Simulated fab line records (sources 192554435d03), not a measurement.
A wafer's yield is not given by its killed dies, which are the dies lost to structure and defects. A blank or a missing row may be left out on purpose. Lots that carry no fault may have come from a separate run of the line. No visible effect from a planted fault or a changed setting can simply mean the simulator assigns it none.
fab line records	flow n5_finfet
[record] lots = 7	wafers = 39
route steps=1938 shown BEOL_M12@1602 BEOL_M15@1809 MIM_BOT_LITHO@1860
start_h: hours from the record's first day to the start of the lot's first wafer shown	wait_h: how many hours have passed since the lot's step before this one	" identical to the entry in the row above	L1.1+2: one row covering several wafers at once	- no value present, or no start provided	* or withheld: withheld	< > ~ a bound
route shown NAME@n: names a module that has steps shown in the file, with the first one's number in the route	usual: mean/standard deviation of fault-free wafers	same: alike in all rows	chamber/n: place in a boat	sites: per-site readings	_std_site: standard deviation of those values	_edge_site: outer sites' mean less inner sites'	radius_mm: how far each site lies from the wafer's centre	mask NAME#n: copy n	behind: the last tool/chamber to shape the wafer	hold: cause of the lot's hold/its duration in hours/its outcome	device: transistor that didn't switch, given as n, p or np	end of line: the same wafers' tests at the end of the route	step lacking rows: just its recipe	killed: at the first sort, the dies lost to defects and structure; wafer yield is something else	map: a wafer's dies, x killed, . not, _ none there
set.NAME: the run value of the setting; set.NAME@STEP: its run value at that earlier step	model.NAME: the simulator's own value behind a step, which no gauge read
lots with deliberately changed settings; one table per step, one row per wafer
[[steps]]
[step N5_BEOL_M12_ILD_DEP_00]
[recipe] material = SiOC	target_thk_a = 6589.2	temp_c = 350	precursor = DEMS/O2	pressure_torr = 5	rf_w = 500	time_s = 130.7
lot.wafer	tool	chamber	start_h	wait_h	set.time_s	model.SiOC_of_BEOL_M12_ILD_DEP_00.thk_nm
L074.3	pecvd-02	1	237.78	0.1	130.7	675.4
L074.4	"	0	"	"	130.7	673.8
L074.6	"	1	"	"	130.7	669.6
L077.1	pecvd-03	1	243.76	0.0	85.09	421.8
L077.2	"	2	"	"	130.7	663.6
L077.3	"	0	"	"	130.7	656.2
L077.4	"	2	"	"	130.7	670.6
L077.5	"	1	"	"	85.09	436.2
L077.6	"	0	"	"	85.09	441
L079.1	pecvd-02	1	264.64	0.0	130.7	667.6
L079.2	"	2	"	"	73.62	389
L079.3	"	0	"	"	130.7	667.4
L079.4	"	1	"	"	73.62	394.8
L079.5	"	2	"	"	130.7	684.4
L079.6	"	0	"	"	73.62	382.2
L080.1	pecvd-01	2	272.94	0.0	165.2	825.4
L080.2	"	1	"	"	130.7	656.4
L080.3	"	0	"	"	165.2	811
L080.4	"	0	"	"	130.7	647.2
L080.5	"	1	"	"	165.2	842.2
L080.6	"	2	"	"	130.7	655.6
L081.1	pecvd-03	2	280.74	0.0	130.7	654
L081.2	"	1	"	"	130.7	650.4
L081.3	"	0	"	"	91.79	464.4
L081.4	"	1	"	"	130.7	665.6
L081.5	"	0	"	"	91.79	462.4
L081.6	"	2	"	"	91.79	473
L083.1	pecvd-01	2	296.69	0.0	130.7	648.2
L083.2	"	0	"	"	130.7	653.6
L083.3	"	1	"	"	130.7	652
L083.4	"	2	"	"	130.7	655.6
L083.5	"	1	"	"	130.7	658.2
L083.6	"	0	"	"	130.7	663
L089.1	pecvd-03	2	340.45	0.0	130.7	644
L089.2	"	0	"	"	130.7	647.6
L089.3	"	0	"	"	100.9	517.4
L089.4	"	2	"	"	100.9	510.4
L089.5	"	2	"	"	100.9	502.2
L089.6	"	0	"	"	130.7	669
[step N5_BEOL_M12_THK_MEAS_01]
[recipe] reads = SiOC_of_BEOL_M12_ILD_DEP_00
[usual] M12_ILD_THK = 660/9.1
lot.wafer	tool	chamber	start_h	wait_h	set.time_s@BEOL_M12_ILD_DEP_00	M12_ILD_THK[nm]
L074.3	film_metro-02	-	237.91	0.1	130.7	676
L074.4	"	-	"	"	130.7	673
L074.6	"	-	"	"	130.7	669
L077.1	film_metro-01	-	243.89	0.1	85.09	422
L077.2	"	-	"	"	130.7	664
L077.3	"	-	"	"	130.7	657
L077.4	"	-	"	"	130.7	671
L077.5	"	-	"	"	85.09	436
L077.6	"	-	"	"	85.09	441
L079.1	film_metro-01	-	264.77	0.1	130.7	667
L079.2	"	-	"	"	73.62	389
L079.3	"	-	"	"	130.7	667
L079.4	"	-	"	"	73.62	395
L079.5	"	-	"	"	130.7	685
L079.6	"	-	"	"	73.62	382
L080.1	film_metro-01	-	273.07	0.1	165.2	825
L080.2	"	-	"	"	130.7	656
L080.3	"	-	"	"	165.2	811
L080.4	"	-	"	"	130.7	647
L080.5	"	-	"	"	165.2	841
L080.6	"	-	"	"	130.7	656
L081.1	film_metro-01	-	280.88	0.1	130.7	654
L081.2	"	-	"	"	130.7	651
L081.3	"	-	"	"	91.79	464
L081.4	"	-	"	"	130.7	666
L081.5	"	-	"	"	91.79	462
L081.6	"	-	"	"	91.79	473
L083.1	film_metro-02	-	296.82	0.1	130.7	649
L083.2	"	-	"	"	130.7	653
L083.3	"	-	"	"	130.7	652
L083.4	"	-	"	"	130.7	656
L083.5	"	-	"	"	130.7	658
L083.6	"	-	"	"	130.7	663
L089.1	film_metro-02	-	340.63	0.1	130.7	644
L089.2	"	-	"	"	130.7	648
L089.3	"	-	"	"	100.9	518
L089.4	"	-	"	"	100.9	511
L089.5	"	-	"	"	100.9	502
L089.6	"	-	"	"	130.7	669
[step N5_BEOL_M12_COAT_58]
[recipe] resist = BARC	temp_c = 205	time_s = 60	spin_rpm = 1500	resist_thk_nm = 89
[step N5_BEOL_M12_COAT_04]
[recipe] spin_rpm = 1625	resist_thk_nm = 400
[step N5_BEOL_M12_DESCUM_15]
[recipe] chemistry = O2	time_s = 7.9	source_power_w = 50	bias_power_w = 20	pressure_mtorr = 20	rf_frequency_hz = 2.712e+07	temp_c = 40	o2_flow_sccm = 225
[step N5_BEOL_M12_ETCH_59]
[recipe] chemistry = N2/H2	target = BARC	target_depth_a = 890	overetch_a = 267	time_s = 67.9	ion_energy_ev = 200	pressure_mtorr = 30	source_w = 840	bias_w = 150	n2_flow_sccm = 200	h2_flow_sccm = 200
[step N5_BEOL_M12_VIA_ETCH_16]
[recipe] chemistry = C4F8/O2/Ar	target = SiOC	pressure_mtorr = 30	source_w = 3000	bias_w = 700	Ar_flow_sccm = 400	C4F8_flow_sccm = 15	O2_flow_sccm = 8	he_inner_torr = 15	he_outer_torr = 30	target_depth_a = 7248	time_s = withheld	ion_energy_ev = 250	ends = cleared
lot.wafer	tool	chamber	start_h	wait_h	set.time_s@BEOL_M12_ILD_DEP_00	model.etch.depth_nm	model.coat_of_BEOL_M12_COAT_04.thk_nm
L074.3	rie_diel-05	2	238.51	0.0	*	675.3	116.4
L074.4	"	3	"	"	*	673.9	116.2
L074.6	"	3	"	"	*	669.5	119.2
L077.1	rie_diel-02	1	244.50	0.0	*	421.8	195
L077.2	"	2	"	"	*	663.6	123
L077.3	"	0	"	"	*	656.2	127
L077.4	"	3	"	"	*	670.7	123.2
L077.5	"	2	"	"	*	436.2	192.2
L077.6	"	3	"	"	*	441	189.6
L079.1	rie_diel-04	3	265.37	0.0	*	667.5	121.2
L079.2	"	0	"	"	*	389	203
L079.3	"	1	"	"	*	667.4	120
L079.4	"	2	"	"	*	394.8	198.6
L079.5	"	0	"	"	*	684.3	115.6
L079.6	"	1	"	"	*	382.2	202.8
L080.1	rie_diel-04	3	273.55	0.0	*	825.4	74
L080.2	"	2	"	"	*	656.5	122.6
L080.3	"	1	"	"	*	811	76.4
L080.4	"	0	"	"	*	647.2	125
L080.5	"	3	"	"	*	842.2	69.8
L080.6	"	2	"	"	*	655.5	121.6
L081.1	rie_diel-04	1	281.72	0.0	*	653.9	123
L081.2	"	3	"	"	*	650.4	126.8
L081.3	"	0	"	"	*	464.4	180.6
L081.4	"	2	"	"	*	665.6	119.6
L081.5	"	1	"	"	*	462.4	179.8
L081.6	"	2	"	"	*	473.1	176.8
L083.1	rie_diel-05	1	297.42	0.0	*	648.3	126
L083.2	"	3	"	"	*	653.6	124.8
L083.3	"	2	"	"	*	651.9	123.6
L083.4	"	0	"	"	*	655.6	121.4
L083.5	"	3	"	"	*	658.3	123.4
L083.6	"	0	"	"	*	663.1	120.4
L089.1	rie_diel-05	2	341.11	0.0	*	644	129.2
L089.2	"	3	"	"	*	647.6	127.8
L089.3	"	1	"	"	*	517.4	163.6
L089.4	"	0	"	"	*	510.4	167.2
L089.5	"	1	"	"	*	502.2	169.4
L089.6	"	0	"	"	*	669.1	121.4
[step N5_BEOL_M12_STRIP_63]
[recipe] chemistry = N2/H2	power_w = 1000	temp_c = 250	h2_frac = 0.65	overash_fraction = 0.3	pressure_mtorr = 1000	n2_flow_sccm = 1750	h2_flow_sccm = 3250
[usual] oes_product_au = 0.693/0.005	strip_time_to_endpoint_s = 42.5/0.83
lot.wafer	tool	chamber	start_h	wait_h	set.time_s@BEOL_M12_ILD_DEP_00	oes_product_au	strip_time_to_endpoint_s
L074.3	plasma_asher-01	1	238.73	-	130.7	0.683	40.7
L074.4	"	0	"	"	130.7	0.699	40.6
L074.6	"	0	"	"	130.7	0.697	41.5
L077.1	plasma_asher-02	0	244.70	-	85.09	0.776	61.3
L077.2	"	1	"	"	130.7	0.694	42.5
L077.3	"	0	"	"	130.7	0.701	43.6
L077.4	"	1	"	"	130.7	0.698	42.5
L077.5	"	1	"	"	85.09	0.751	60.7
L077.6	"	0	"	"	85.09	0.752	60.0
L079.1	plasma_asher-02	1	265.57	-	130.7	0.691	42.0
L079.2	"	0	"	"	73.62	0.782	63.4
L079.3	"	0	"	"	130.7	0.691	41.7
L079.4	"	1	"	"	73.62	0.772	62.3
L079.5	"	0	"	"	130.7	0.696	40.5
L079.6	"	1	"	"	73.62	0.782	63.3
L080.1	plasma_asher-01	1	273.75	-	165.2	0.678	28.8
L080.2	"	0	"	"	130.7	0.700	42.4
L080.3	"	0	"	"	165.2	0.679	29.5
L080.4	"	1	"	"	130.7	0.691	43.0
L080.5	"	1	"	"	165.2	0.668	27.6
L080.6	"	0	"	"	130.7	0.687	42.1
L081.1	plasma_asher-01	0	281.92	-	130.7	0.693	42.5
L081.2	"	1	"	"	130.7	0.691	43.5
L081.3	"	1	"	"	91.79	0.729	57.6
L081.4	"	0	"	"	130.7	0.694	41.6
L081.5	"	1	"	"	91.79	0.724	57.4
L081.6	"	0	"	"	91.79	0.720	56.6
L083.1	plasma_asher-02	0	297.62	-	130.7	0.690	43.3
L083.2	"	1	"	"	130.7	0.699	43.0
L083.3	"	1	"	"	130.7	0.688	42.7
L083.4	"	0	"	"	130.7	0.695	42.1
L083.5	"	0	"	"	130.7	0.689	42.6
L083.6	"	1	"	"	130.7	0.690	41.7
L089.1	plasma_asher-02	1	341.31	-	130.7	0.698	44.2
L089.2	"	0	"	"	130.7	0.694	43.8
L089.3	"	1	"	"	100.9	0.704	53.2
L089.4	"	0	"	"	100.9	0.706	54.2
L089.5	"	0	"	"	100.9	0.721	54.7
L089.6	"	1	"	"	130.7	0.690	42.1
[step N5_BEOL_M15_TRENCH_ETCH_34]
[recipe] chemistry = C4F8/O2/Ar	target = SiO2	target_depth_a = 8729.3	he_inner_torr = 15	he_outer_torr = 30	time_s = 199	ion_energy_ev = 800	pressure_mtorr = 20	source_w = 1905	bias_w = 2040	Ar_flow_sccm = 400	C4F8_flow_sccm = 16	O2_flow_sccm = 12
lot.wafer	tool	chamber	start_h	wait_h	set.target_depth_a	model.etch.depth_nm	model.coat_of_BEOL_M15_COAT_22.thk_nm
L074.3	rie_diel-03	3	263.54	0.0	8729.3	875.3	541.2
L074.4	"	2	"	"	8729.3	900	536.6
L074.6	"	0	"	"	8729.3	890.3	538.8
L077.1	rie_diel-03	0	264.72	0.0	8729.3	897.5	536.8
L077.2	"	2	"	"	13880	1444	428
L077.3	"	1	"	"	8729.3	862.1	543.4
L077.4	"	3	"	"	8729.3	875.4	541.6
L077.5	"	2	"	"	13880	1442	429
L077.6	"	1	"	"	13880	1370	439.4
L079.1	rie_diel-03	1	282.99	0.0	8729.3	853.8	544
L079.2	"	3	"	"	8729.3	868	540.6
L079.3	"	2	"	"	8729.3	895.6	535.6
L079.4	"	0	"	"	6187	628.2	592.2
L079.5	"	3	"	"	6187	620.1	590
L079.6	"	0	"	"	6187	622	593.4
L080.1	rie_diel-03	2	295.12	0.0	8729.3	903.2	533.6
L080.2	"	1	"	"	8729.3	870.9	541.6
L080.3	"	3	"	"	8729.3	883	538.8
L080.4	"	0	"	"	8729.3	887.6	537.4
L080.5	"	2	"	"	8729.3	907.9	534
L080.6	"	1	"	"	8729.3	864.7	544.6
L081.1	rie_diel-06	2	313.97	0.0	10650	1074	496.4
L081.2	"	0	"	"	8729.3	845.3	548.8
L081.3	"	3	"	"	10650	1067	498.4
L081.4	"	0	"	"	8729.3	850.8	544.2
L081.5	"	3	"	"	8729.3	875	539.2
L081.6	"	2	"	"	10650	1075	496.2
L083.1	rie_diel-03	2	317.85	0.0	8729.3	897.1	535.8
L083.2	"	1	"	"	8729.3	846.6	549.8
L083.3	"	0	"	"	8729.3	880.3	543
L083.4	"	1	"	"	8729.3	858.7	545.8
L083.5	"	0	"	"	8729.3	885.9	540
L083.6	"	2	"	"	8729.3	891.5	539
L089.1	rie_diel-01	3	361.71	0.0	8729.3	833.4	556.8
L089.2	"	1	"	"	8729.3	862.9	550.6
L089.3	"	0	"	"	8729.3	890.9	540
L089.4	"	2	"	"	8729.3	885.4	541.2
L089.5	"	2	"	"	8729.3	881.3	543.2
L089.6	"	3	"	"	8729.3	838.9	552.4
[step N5_BEOL_M15_STRIP_36]
[recipe] chemistry = O2	power_w = 600	temp_c = 60	pressure_mtorr = 30	rf_frequency_hz = 6e+07	bias_power_w = 0	overash_fraction = 0.3	o2_flow_sccm = 225
[step N5_BEOL_M15_ECD_47]
[recipe] material = Cu	target_thk_a = 18600
[step N5_BEOL_M15_ANNEAL_48]
[recipe] temp_c = 225	time_s = 90	ambient = N2
[step N5_BEOL_M15_CMP_49]
[recipe] stop_on = SiO2	t_overpolish_s = 4.9	down_force_psi = 2	platen_rpm = 80	clearing_platen_down_force_psi = 2	clearing_platen_rpm = 80	post_cmp_clean = cu_alkaline	target_thk_nm = 850	clearing_platen_pad_velocity_m_s = 1.5917	pad_velocity_m_s = 1.5917
lot.wafer	tool	chamber	start_h	wait_h	set.target_depth_a@BEOL_M15_TRENCH_ETCH_34	model.Cu_of_BEOL_M15_ECD_47.thk_nm
L074.3	cmp-04	0	269.62	0.2	8729.3	852.6
L074.4	"	3	"	"	8729.3	877.4
L074.6	"	1	"	"	8729.3	868
L077.4	cmp-03	3	272.67	0.2	8729.3	852.6
L077.1	"	0	"	"	8729.3	875.6
L077.2	"	1	"	"	13880	1423
L077.3	"	2	"	"	8729.3	840.4
L077.6	"	3	"	"	13880	1348
L077.5	"	0	"	"	13880	1422
L079.4	cmp-03	3	299.52	0.1	6187	605.2
L079.3	"	0	"	"	8729.3	874.8
L079.2	"	1	"	"	8729.3	847.2
L079.1	"	2	"	"	8729.3	830.4
L079.5	"	3	"	"	6187	597
L079.6	"	0	"	"	6187	600.2
L080.3	cmp-04	0	299.79	0.2	8729.3	861.6
L080.4	"	1	"	"	8729.3	866.6
L080.2	"	2	"	"	8729.3	849.4
L080.1	"	3	"	"	8729.3	881
L080.6	"	0	"	"	8729.3	843
L080.5	"	1	"	"	8729.3	886
L081.4	cmp-04	3	316.30	0.6	8729.3	826.4
L081.1	"	0	"	"	10650	1052
L081.3	"	1	"	"	10650	1045
L081.2	"	2	"	"	8729.3	821.2
L081.6	"	3	"	"	10650	1051
L081.5	"	0	"	"	8729.3	852.4
L083.3	cmp-01	1	321.83	0.2	8729.3	856.4
L083.4	"	2	"	"	8729.3	831.8
L083.1	"	3	"	"	8729.3	871.4
L083.2	"	0	"	"	8729.3	821.6
L083.6	"	1	"	"	8729.3	868.4
L083.5	"	2	"	"	8729.3	859.8
L089.4	cmp-01	3	363.82	0.1	8729.3	861.4
L089.3	"	0	"	"	8729.3	866.8
L089.2	"	1	"	"	8729.3	840.8
L089.1	"	2	"	"	8729.3	809.2
L089.6	"	3	"	"	8729.3	815.8
L089.5	"	0	"	"	8729.3	857.6
[step N5_BEOL_M15_THK_MEAS_50]
[recipe] thk_meas_gauge = xrf	reads = Cu_of_BEOL_M15_ECD_47
[usual] M15_THK = 869/24
lot.wafer	tool	chamber	start_h	wait_h	set.target_depth_a@BEOL_M15_TRENCH_ETCH_34	M15_THK[nm]
L074.3	film_metro-01	-	269.91	-	8729.3	874
L074.4	"	-	"	"	8729.3	899
L074.6	"	-	"	"	8729.3	886
L077.1	film_metro-01	-	272.96	-	8729.3	903
L077.2	"	-	"	"	13880	1467
L077.3	"	-	"	"	8729.3	865
L077.4	"	-	"	"	8729.3	871
L077.5	"	-	"	"	13880	1466
L077.6	"	-	"	"	13880	1383
L079.1	film_metro-01	-	299.81	-	8729.3	849
L079.2	"	-	"	"	8729.3	861
L079.3	"	-	"	"	8729.3	892
L079.4	"	-	"	"	6187	619
L079.5	"	-	"	"	6187	610
L079.6	"	-	"	"	6187	614
L080.1	film_metro-01	-	300.08	-	8729.3	903
L080.2	"	-	"	"	8729.3	873
L080.3	"	-	"	"	8729.3	884
L080.4	"	-	"	"	8729.3	886
L080.5	"	-	"	"	8729.3	908
L080.6	"	-	"	"	8729.3	864
L081.1	film_metro-02	-	316.60	-	10650	1051
L081.2	"	-	"	"	8729.3	819
L081.3	"	-	"	"	10650	1042
L081.4	"	-	"	"	8729.3	823
L081.5	"	-	"	"	8729.3	850
L081.6	"	-	"	"	10650	1052
L083.1	film_metro-02	-	322.13	-	8729.3	872
L083.2	"	-	"	"	8729.3	824
L083.3	"	-	"	"	8729.3	856
L083.4	"	-	"	"	8729.3	829
L083.5	"	-	"	"	8729.3	859
L083.6	"	-	"	"	8729.3	874
L089.1	film_metro-01	-	364.11	-	8729.3	829
L089.2	"	-	"	"	8729.3	866
L089.3	"	-	"	"	8729.3	894
L089.4	"	-	"	"	8729.3	887
L089.5	"	-	"	"	8729.3	883
L089.6	"	-	"	"	8729.3	839
[step N5_BEOL_M15_PRE_CLEAN_52]
[recipe] gas = NH3	time_s = 15	temp_c = withheld	rf_power_w = 300
[step N5_BEOL_M15_DEP_53]
[recipe] material = SiCN	target_thk_a = 500	temp_c = withheld	precursor = 3MS/NH3	pressure_torr = 3	rf_w = 675	time_s = 17.8
[step N5_BEOL_M15_RS_MEAS_54]
[recipe] thk_meas_gauge = four-point-probe	reads = Cu_of_BEOL_M15_ECD_47+Ta_of_BEOL_M15_SPUTTER_44+TaN_of_BEOL_M15_SPUTTER_43
[usual] M15_RS = 0.0215/0.00048
lot.wafer	tool	chamber	start_h	wait_h	set.target_depth_a@BEOL_M15_TRENCH_ETCH_34	M15_RS[ohm/sq]
L074.3	film_metro-02	-	270.04	0.1	8729.3	0.0215
L074.4	"	-	"	"	8729.3	0.0209
L074.6	"	-	"	"	8729.3	0.0211
L077.1	film_metro-02	-	273.09	0.0	8729.3	0.0210
L077.2	"	-	"	"	13880	0.0128
L077.3	"	-	"	"	8729.3	0.0218
L077.4	"	-	"	"	8729.3	0.0215
L077.5	"	-	"	"	13880	0.0128
L077.6	"	-	"	"	13880	0.0135
L079.1	film_metro-01	-	299.94	0.0	8729.3	0.0221
L079.2	"	-	"	"	8729.3	0.0217
L079.3	"	-	"	"	8729.3	0.0209
L079.4	"	-	"	"	6187	0.0305
L079.5	"	-	"	"	6187	0.0309
L079.6	"	-	"	"	6187	0.0308
L080.1	film_metro-02	-	300.21	0.0	8729.3	0.0207
L080.2	"	-	"	"	8729.3	0.0217
L080.3	"	-	"	"	8729.3	0.0213
L080.4	"	-	"	"	8729.3	0.0212
L080.5	"	-	"	"	8729.3	0.0207
L080.6	"	-	"	"	8729.3	0.0218
L081.1	film_metro-02	-	316.72	0.0	10650	0.0174
L081.2	"	-	"	"	8729.3	0.0223
L081.3	"	-	"	"	10650	0.0175
L081.4	"	-	"	"	8729.3	0.0222
L081.5	"	-	"	"	8729.3	0.0215
L081.6	"	-	"	"	10650	0.0174
L083.1	film_metro-01	-	322.27	0.0	8729.3	0.0211
L083.2	"	-	"	"	8729.3	0.0223
L083.3	"	-	"	"	8729.3	0.0214
L083.4	"	-	"	"	8729.3	0.0221
L083.5	"	-	"	"	8729.3	0.0213
L083.6	"	-	"	"	8729.3	0.0211
L089.1	film_metro-01	-	364.24	0.0	8729.3	0.0227
L089.2	"	-	"	"	8729.3	0.0218
L089.3	"	-	"	"	8729.3	0.0211
L089.4	"	-	"	"	8729.3	0.0213
L089.5	"	-	"	"	8729.3	0.0213
L089.6	"	-	"	"	8729.3	0.0225
[step N5_MIM_BOT_LITHO_DEVELOP_07]
[recipe] develop_time_s = 60	rinse_liquid = diw	dry = air_spin	dev_temp_c = 21
lot.wafer	tool	chamber	start_h	wait_h	set.develop_time_s
L074.3+4+6	litho_track-02	0	-	-	60
L077.1+2+3+4+5+6	litho_track-03	0	-	-	60
L079.1+4+6	litho_track-02	0	-	-	60
L079.2+3+5	"	0	"	"	74.56
L080.1+3+6	litho_track-02	0	-	-	44.64
L080.2+4+5	"	0	"	"	60
L081.1+3+4	litho_track-05	0	-	-	40.65
L081.2+5+6	"	0	"	"	60
L083.1+2+3+4+5+6	litho_track-03	0	-	-	60
L089.1+2+4	litho_track-05	0	-	-	60
L089.3+5+6	"	0	"	"	95.98
[step N5_MIM_BOT_LITHO_HARDBAKE_09]
[recipe] temp_c = 130	time_s = 120
[step N5_MIM_BOT_LITHO_CD_MEAS_08]
[recipe] target_cd_nm = 3000	landing_energy_ev = 500	detector = se_inlens	polarity = opening
[usual] cd_nm = 2999.0/1.7
lot.wafer	tool	chamber	start_h	wait_h	set.develop_time_s@MIM_BOT_LITHO_DEVELOP_07	cd_nm
L074.3	cd_sem-03	0	273.91	-	60	2998.7
L074.4	"	0	"	"	60	2994.6
L074.6	"	0	"	"	60	2999.8
L077.1	cd_sem-02	0	277.68	-	60	3000.7
L077.2	"	0	"	"	60	2999.9
L077.3	"	0	"	"	60	2998.9
L077.4	"	0	"	"	60	3000.2
L077.5	"	0	"	"	60	3000.6
L077.6	"	0	"	"	60	2998.5
L079.1	cd_sem-03	0	304.47	-	60	2995.8
L079.2	"	0	"	"	74.56	3003.0
L079.3	"	0	"	"	74.56	3003.8
L079.4	"	0	"	"	60	3000.0
L079.5	"	0	"	"	74.56	3003.1
L079.6	"	0	"	"	60	3000.8
L080.1	cd_sem-02	0	304.91	-	44.64	2995.9
L080.2	"	0	"	"	60	2999.0
L080.3	"	0	"	"	44.64	2994.6
L080.4	"	0	"	"	60	2997.4
L080.5	"	0	"	"	60	3000.5
L080.6	"	0	"	"	44.64	2994.1
L081.1	cd_sem-01	0	322.03	-	40.65	2990.3
L081.2	"	0	"	"	60	3001.4
L081.3	"	0	"	"	40.65	2992.1
L081.4	"	0	"	"	40.65	2991.3
L081.5	"	0	"	"	60	2999.5
L081.6	"	0	"	"	60	2998.3
L083.1	cd_sem-03	0	327.36	-	60	2999.3
L083.2	"	0	"	"	60	2999.5
L083.3	"	0	"	"	60	2997.2
L083.4	"	0	"	"	60	2996.3
L083.5	"	0	"	"	60	3000.4
L083.6	"	0	"	"	60	2999.2
L089.1	cd_sem-03	0	368.24	-	60	3000.6
L089.2	"	0	"	"	60	2998.5
L089.3	"	0	"	"	95.98	3008.4
L089.4	"	0	"	"	60	2999.1
L089.5	"	0	"	"	95.98	3009.6
L089.6	"	0	"	"	95.98	3009.3
[[key]]
[split] step = N5_BEOL_M12_ILD_DEP_00	setting = time_s	stated = 130.7	by = wafer
[response] step = N5_BEOL_M12_ILD_DEP_00	reading = model.SiOC_of_BEOL_M12_ILD_DEP_00.thk_nm	change = +6.5	per = 1%	r = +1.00
[response] step = N5_BEOL_M12_THK_MEAS_01	reading = M12_ILD_THK	change = +6.5	per = 1%	r = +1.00
[response] step = N5_BEOL_M12_VIA_ETCH_16	reading = model.etch.depth_nm	change = +6.5	per = 1%	r = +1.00
[response] step = N5_BEOL_M12_VIA_ETCH_16	reading = model.coat_of_BEOL_M12_COAT_04.thk_nm	change = -1.89	per = 1%	r = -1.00
[response] step = N5_BEOL_M12_STRIP_63	reading = oes_product_au	change = -0.00147	per = 1%	r = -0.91
[response] step = N5_BEOL_M12_STRIP_63	reading = strip_time_to_endpoint_s	change = *	per = 1%	r = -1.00
[split] step = N5_BEOL_M15_TRENCH_ETCH_34	setting = target_depth_a	stated = 8729.3	by = wafer
[response] step = N5_BEOL_M15_TRENCH_ETCH_34	reading = model.etch.depth_nm	change = +9.11	per = 1%	r = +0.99
[response] step = N5_BEOL_M15_TRENCH_ETCH_34	reading = model.coat_of_BEOL_M15_COAT_22.thk_nm	change = -1.86	per = 1%	r = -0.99
[response] step = N5_BEOL_M15_CMP_49	reading = model.Cu_of_BEOL_M15_ECD_47.thk_nm	change = +9.13	per = 1%	r = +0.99
[response] step = N5_BEOL_M15_THK_MEAS_50	reading = M15_THK	change = +9.38	per = 1%	r = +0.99
[response] step = N5_BEOL_M15_RS_MEAS_54	reading = M15_RS	change = -0.000179	per = 1%	r = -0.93
[split] step = N5_MIM_BOT_LITHO_DEVELOP_07	setting = develop_time_s	stated = 60	by = wafer
[response] step = N5_MIM_BOT_LITHO_CD_MEAS_08	reading = cd_nm	change = +0.182	per = 1%	r = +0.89
